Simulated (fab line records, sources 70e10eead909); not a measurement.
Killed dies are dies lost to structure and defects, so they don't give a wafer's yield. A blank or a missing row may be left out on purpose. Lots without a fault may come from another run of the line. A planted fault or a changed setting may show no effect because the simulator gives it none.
Which tool did it? | flow nand_harc | 12 lots, 36 wafers sampled, at 3 steps of a route of 1302

WHAT THE GAUGES READ, wafer by wafer
NHARC_A_SLIT_CD_MEAS_21. Usual: cd_nm 289.5 nm, standard deviation 0.83.
lot  | measured     | on        | cd_nm (nm)        | flag
L826 | day 20 09:28 | cd_sem-03 | 290.4 290.5 290.2 |
L827 | day 21 05:31 | cd_sem-02 | 288.6 288.8 289.8 |
L830 | day 22 00:32 | cd_sem-03 | 290.3 290.4 290.1 |
L829 | day 22 10:46 | cd_sem-01 | 290.1 289.9 290.2 |
L831 | day 22 14:36 | cd_sem-01 | 288.5 288.6 288.1 |
L842 | day 27 09:13 | cd_sem-02 | 290.2 289.6 290.2 |
L844 | day 27 22:20 | cd_sem-03 | 288.9 289.6 288.7 |
L843 | day 27 22:30 | cd_sem-03 | 290.7 290.4 291.1 |
L845 | day 28 09:54 | cd_sem-01 | 290.0 289.1 289.4 |
L846 | day 28 15:38 | cd_sem-02 | 288.8 289.2 288.8 |
L847 | day 29 13:35 | cd_sem-02 | 288.8 287.7 288.2 |
L848 | day 30 01:35 | cd_sem-01 | 289.4 289.9 289.5 |

WHICH TOOL RAN EACH LOT (tool, then ch and the chambers of the sampled wafers, then the start)
lot  | NHARC_A_SLIT_ETCH_26             | NHARC_A_SLIT_STRIP_18
L826 | har_etch-01 ch 0,1, day 20 08:01 | rie_diel-13 ch 0,1,2, day 20 09:28 or earlier
L827 | har_etch-02 ch 0,1, day 21 04:05 | rie_diel-13 ch 0,3, day 21 05:31 or earlier
L830 | har_etch-02 ch 0,1, day 21 23:07 | rie_diel-07 ch 0,1, day 22 00:32 or earlier
L829 | har_etch-02 ch 0,1, day 22 09:25 | rie_diel-07 ch 0,3, day 22 10:46 or earlier
L831 | har_etch-02 ch 0,1, day 22 13:16 | rie_diel-13 ch 0,1,3, day 22 14:36 or earlier
L842 | har_etch-01 ch 0,1, day 27 07:49 | rie_diel-13 ch 0,2,3, day 27 09:13 or earlier
L844 | har_etch-01 ch 0,1, day 27 20:54 | rie_diel-07 ch 1,2,3, day 27 22:20 or earlier
L843 | har_etch-02 ch 0,1, day 27 21:08 | rie_diel-10 ch 0,2, day 27 22:30 or earlier
L845 | har_etch-02 ch 0,1, day 28 08:29 | rie_diel-10 ch 0,1,2, day 28 09:54 or earlier
L846 | har_etch-02 ch 0,1, day 28 14:13 | rie_diel-10 ch 0,2,3, day 28 15:38 or earlier
L847 | har_etch-01 ch 0,1, day 29 12:10 | rie_diel-07 ch 0,1,3, day 29 13:35 or earlier
L848 | har_etch-02 ch 0,1, day 30 00:12 | rie_diel-10 ch 1,2, day 30 01:35 or earlier
- NHARC_A_SLIT_ETCH_26: etches the open film in C4F8/O2/Ar, time 90 s, target depth 400 nm.
- NHARC_A_SLIT_STRIP_18: strips in O2.

WHAT THE TOOLS THEMSELVES READ (means of the sampled wafers that have a number; where no wafer has one, the mark that the record gives instead)
NHARC_A_SLIT_ETCH_26. Usual: drypump_motor_current_A 6.01 A, standard deviation 0.24; o2_flow_sccm 83.32 sccm, standard deviation 0.25; showerhead_plenum_p_Torr 3.67 Torr, standard deviation 0.13; throttle_valve_pct 27.618 %, standard deviation 0.0084.
lot  | tool        | drypump_motor_current_A (A) | o2_flow_sccm (sccm) | showerhead_plenum_p_Torr (Torr) | throttle_valve_pct (%) | flag
L826 | har_etch-01 | 6.05                        | 83.37               | 3.54                            | 27.620                 |
L827 | har_etch-02 | 5.96                        | 83.43               | 3.66                            | 27.621                 |
L830 | har_etch-02 | 5.94                        | 83.50               | 3.66                            | 27.623                 |
L829 | har_etch-02 | 5.96                        | 83.22               | 3.65                            | 27.622                 |
L831 | har_etch-02 | 5.96                        | 83.21               | 3.65                            | 27.612                 |
L842 | har_etch-01 | 6.21                        | 83.23               | 3.74                            | 27.623                 |
L844 | har_etch-01 | 6.08                        | 83.06               | 3.86                            | 27.613                 |
L843 | har_etch-02 | 5.83                        | 83.34               | 3.64                            | 27.607                 |
L845 | har_etch-02 | 5.83                        | 83.18               | 3.63                            | 27.617                 |
L846 | har_etch-02 | 5.85                        | 83.81               | 3.63                            | 27.620                 |
L847 | har_etch-01 | 6.07                        | 83.04               | 3.84                            | 27.620                 |
L848 | har_etch-02 | 5.84                        | 83.42               | 3.62                            | 27.630                 |

NHARC_A_SLIT_STRIP_18. Usual: drypump_motor_current_A 5.8 A, standard deviation 0.4; o2_flow_sccm 500.2 sccm, standard deviation 1.7; oes_product_au 1.000 a.u., standard deviation 0.007; rf_vpp_V 57.9 V, standard deviation 0.84; showerhead_plenum_p_Torr 3.58 Torr, standard deviation 0.12; throttle_valve_pct 17.035 %, standard deviation 0.0095.
lot  | tool        | drypump_motor_current_A (A) | o2_flow_sccm (sccm) | oes_product_au (a.u.) | rf_vpp_V (V) | showerhead_plenum_p_Torr (Torr) | throttle_valve_pct (%) | flag
L826 | rie_diel-13 | 5.6                         | 498.9               | 1.003                 | 57.9         | 3.66                            | 17.041                 |
L827 | rie_diel-13 | 6.0                         | 499.2               | 0.999                 | 58.3         | 3.59                            | 17.047                 |
L830 | rie_diel-07 | 6.2                         | 501.0               | 1.003                 | 58.8         | 3.41                            | 17.034                 |
L829 | rie_diel-07 | 6.0                         | 501.8               | 1.003                 | 57.4         | 3.57                            | 17.036                 |
L831 | rie_diel-13 | 5.9                         | 498.6               | 1.003                 | 58.9         | 3.66                            | 17.036                 |
L842 | rie_diel-13 | 5.7                         | 501.1               | 0.997                 | 57.6         | 3.62                            | 17.036                 |
L844 | rie_diel-07 | 5.6                         | 498.9               | 0.994                 | 57.5         | 3.55                            | 17.030                 |
L843 | rie_diel-10 | 5.7                         | 499.8               | 1.000                 | 58.1         | 3.62                            | 17.037                 |
L845 | rie_diel-10 | 5.9                         | 501.4               | 0.989                 | 57.3         | 3.57                            | 17.037                 |
L846 | rie_diel-10 | 5.8                         | 500.9               | 1.005                 | 57.9         | 3.64                            | 17.034                 |
L847 | rie_diel-07 | 6.1                         | 499.7               | 0.996                 | 57.6         | 3.49                            | 17.033                 |
L848 | rie_diel-10 | 6.1                         | 500.4               | 0.995                 | 57.9         | 3.62                            | 17.035                 |

THE ANSWER, worked out from the rows above alone
Rule: a lot is off if the mean of its wafers that have a number lies more than 3 standard deviations from the usual mean. A lot without any number at a reading at which 4 lots or more have one is off too. The other lots that the step has rows for count as sound. The gauges are gone through in route order, then the tools' own readings, and for those a lot's mean is taken as printed above. The first step at which some lot is off is used, and at that step the reading that is off furthest; a lot without a number counts as furthest.
No lot is off at any reading shown: from this, nothing can be told.

WHAT THE SIMULATOR HAD PUT IN
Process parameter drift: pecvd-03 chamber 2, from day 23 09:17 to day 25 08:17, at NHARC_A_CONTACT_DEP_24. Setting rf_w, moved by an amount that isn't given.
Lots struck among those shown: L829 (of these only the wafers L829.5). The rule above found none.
